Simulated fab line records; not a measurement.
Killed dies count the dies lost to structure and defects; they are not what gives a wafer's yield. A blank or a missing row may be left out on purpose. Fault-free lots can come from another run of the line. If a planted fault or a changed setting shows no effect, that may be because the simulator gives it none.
fab line records    flow nand_harc
record lots=6  wafers=18  last_day=24
route steps=1159 shown THIN_TSV@1103
lots untouched by any fault: they come from a run of this same line in which no faults occurred
start_h: hours from the record's first day to the start of the lot's first wafer shown    wait_h: hours elapsed since this lot's preceding step    " the same as in the row above    L1.1+2: a single row standing in for several wafers    - no value, or no start given    * or withheld: withheld    < > ~ a bound
route shown NAME@n: NAME is a module with steps in the file, n the number in the route of the first one    usual: mean and standard deviation over wafers with no fault    same: alike in all rows    chamber/n: place in a boat    sites: the reading at each site    _std_site: how widely they spread, as a standard deviation    _edge_site: the outer-site mean with the inner-site mean subtracted    radius_mm: how far each site lies from the wafer's centre    mask NAME#n: copy n    behind: the tool/chamber that last shaped the wafer    hold: what put the lot on hold/how long, in hours/how the hold closed    device: the n, p or np transistor that did not switch    end of line: tests of these same wafers at the route's end    a step given without rows: its recipe and nothing more    killed: count of dies lost to structure and defects at first sort (not the wafer's yield)    map: per-die view of a wafer (x killed, . not killed, _ where there is no die)
set.NAME: setting as actually run; set.NAME@STEP: the setting as run at that earlier step    model.NAME: the simulator's own value behind a step, which no gauge read
lots at selected steps of the route; one table per step, one row per wafer
services: from which hour (start_h, from the record's first day; less than 0 if before it) a tool's chamber was out of use, for how many hours, and why
## steps
# step NHARC_THIN_TSV_THK_MEAS_02
# recipe thk_meas_gauge=ir
# usual thk_nm=2996/230
lot.wafer  tool           chamber  start_h  wait_h  thk_nm
L618.2     film_metro-01  -        479.79   0.2     2809
L618.3     "              -        "        "       3094
L618.4     "              -        "        "       2911
L624.2     film_metro-01  -        523.57   0.2     2998
L624.4     "              -        "        "       2796
L624.5     "              -        "        "       2879
L625.2     film_metro-02  -        524.77   -       2879
L625.4     "              -        "        "       2911
L625.6     "              -        "        "       3110
L628.1     film_metro-02  -        531.78   -       3049
L628.2     "              -        "        "       3282
L628.4     "              -        "        "       3367
L630.3     film_metro-01  -        544.48   0.2     3225
L630.4     "              -        "        "       3154
L630.5     "              -        "        "       3187
L629.2     film_metro-02  -        555.44   0.2     3133
L629.3     "              -        "        "       3176
L629.5     "              -        "        "       3126
# step NHARC_THIN_TSV_SRD_03
# step NHARC_THIN_TSV_PRECLEAN_41
# recipe time_s=*  temp_c=50  bath_age_min=0  chemistry=SC1
# step NHARC_THIN_TSV_SRD_42
# step NHARC_THIN_TSV_DEP_43
# recipe target_thk_a=13285  temp_c=withheld  pressure_torr=6.5  rf_w=900  teos_flow_sccm=161.4  flow_sccm=2650  target_thk_nm=1328.5  gas=O2  material=SiO2
# usual throttle_valve_pct=15.8/0.53
lot.wafer  tool      chamber  start_h  wait_h  since_wet_clean_h  throttle_valve_pct
L618.2     pecvd-04  1        480.01   -       90                 15.8
L618.3     "         2        "        "       91                 15.8
L618.4     "         0        "        "       -                  16.5
L624.2     pecvd-03  0        524.18   -       38                 16.0
L624.5     "         0        "        "       -                  16.1
L624.4     "         1        "        "       -                  15.6
L625.2     pecvd-03  1        525.10   -       39                 15.4
L625.4     "         2        "        "       -                  14.6
L625.6     "         1        "        "       -                  15.4
L628.1     pecvd-02  1        532.01   -       3                  15.5
L628.2     "         2        "        "       3                  16.3
L628.4     "         1        "        "       -                  15.7
L630.3     pecvd-04  0        544.79   -       155                16.4
L630.4     "         2        "        "       -                  15.7
L630.5     "         0        "        "       -                  16.5
L629.3     pecvd-02  2        555.70   -       27                 16.4
L629.2     "         0        "        "       27                 15.1
L629.5     "         2        "        "       -                  16.4
# step NHARC_THIN_TSV_DEHYDRATE_04
# recipe temp_c=150  time_s=120
# step NHARC_THIN_TSV_HMDS_05
# recipe time_s=30
# step NHARC_THIN_TSV_COAT_06
# recipe spin_rpm=*
# step NHARC_THIN_TSV_SOFTBAKE_07
# recipe temp_c=122  time_s=95
# step NHARC_THIN_TSV_EBR_08
# step NHARC_THIN_TSV_EXPOSE_09
# recipe na=0.55  dose_mj=30.7  mask_id=TSV
# step NHARC_THIN_TSV_PEB_10
# recipe peb_temp_c=118  peb_time_s=85
# step NHARC_THIN_TSV_DEVELOP_11
# recipe time_s=70
# usual chill_plate_temp_C=23.00/0.11  exhaust_pa=44.9/0.91
lot.wafer  tool            chamber  start_h  wait_h  chill_plate_temp_C  exhaust_pa
L618.2     litho_track-03  0        480      -       22.98               44.6
L618.3     "               0        "        "       23.13               45.3
L618.4     "               0        "        "       23.07               43.5
L624.2     litho_track-05  -        524      -       -                   -
L624.4     "               -        "        "       -                   -
L624.5     "               -        "        "       -                   -
L625.2     litho_track-02  -        525      -       -                   -
L625.4     "               -        "        "       -                   -
L625.6     "               -        "        "       -                   -
L628.1     litho_track-05  0        532      -       22.86               45.7
L628.2     "               0        "        "       23.08               46.7
L628.4     "               0        "        "       22.84               45.6
L630.3     litho_track-05  0        545      -       23.13               44.8
L630.4     "               0        "        "       23.08               44.1
L630.5     "               0        "        "       23.15               44.8
L629.2     litho_track-02  0        556      -       23.00               45.8
L629.3     "               0        "        "       22.98               44.5
L629.5     "               0        "        "       22.91               45.9
## services
tool            chamber  start_h  hours  kind
pecvd-03        -        473.62   13.0   pm
pecvd-03        0        473.62   13.0   vent_cycle
pecvd-03        1        473.62   13.0   vent_cycle
pecvd-03        2        473.62   13.0   vent_cycle
pecvd-03        0        486.62   -      clean
pecvd-03        1        486.62   -      clean
pecvd-03        2        486.62   -      clean
pecvd-02        2        513.38   3.7    repair
litho_track-02  -        515.00   7.0    pm
pecvd-02        -        515.69   13.0   pm
pecvd-02        0        515.69   13.0   vent_cycle
pecvd-02        1        515.69   13.0   vent_cycle
pecvd-02        0        528.69   -      clean
pecvd-02        1        528.69   -      clean
pecvd-02        2        528.69   -      clean
pecvd-04        0        553.21   9.2    repair
## key
first_sign step=NHARC_THIN_TSV_DEVELOP_11  reading=tool_record  direction=missing
effect none on later readings
met_at NHARC_THIN_TSV_DEVELOP_11
struck_wafers L624.2,L624.4,L624.5,L625.2,L625.4,L625.6
later_rows_left_out L624.2,L624.4,L624.5,L625.2,L625.4,L625.6
sort_left_out L624.2,L624.4,L624.5,L625.2,L625.4,L625.6
fault kind=skipped_step_whole  tool=litho_track-02,litho_track-05  chamber=-  onset_h=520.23  steps=NHARC_THIN_TSV_DEVELOP_11  scope=struck_lots_only
# sort_left_out: the simulated sort isn't trusted on such a fault, so these wafers' sort isn't shown, and their yield isn't known
# later_rows_left_out: the simulator's readings of these wafers behind a module that went badly wrong aren't trusted and aren't shown, but for the sort
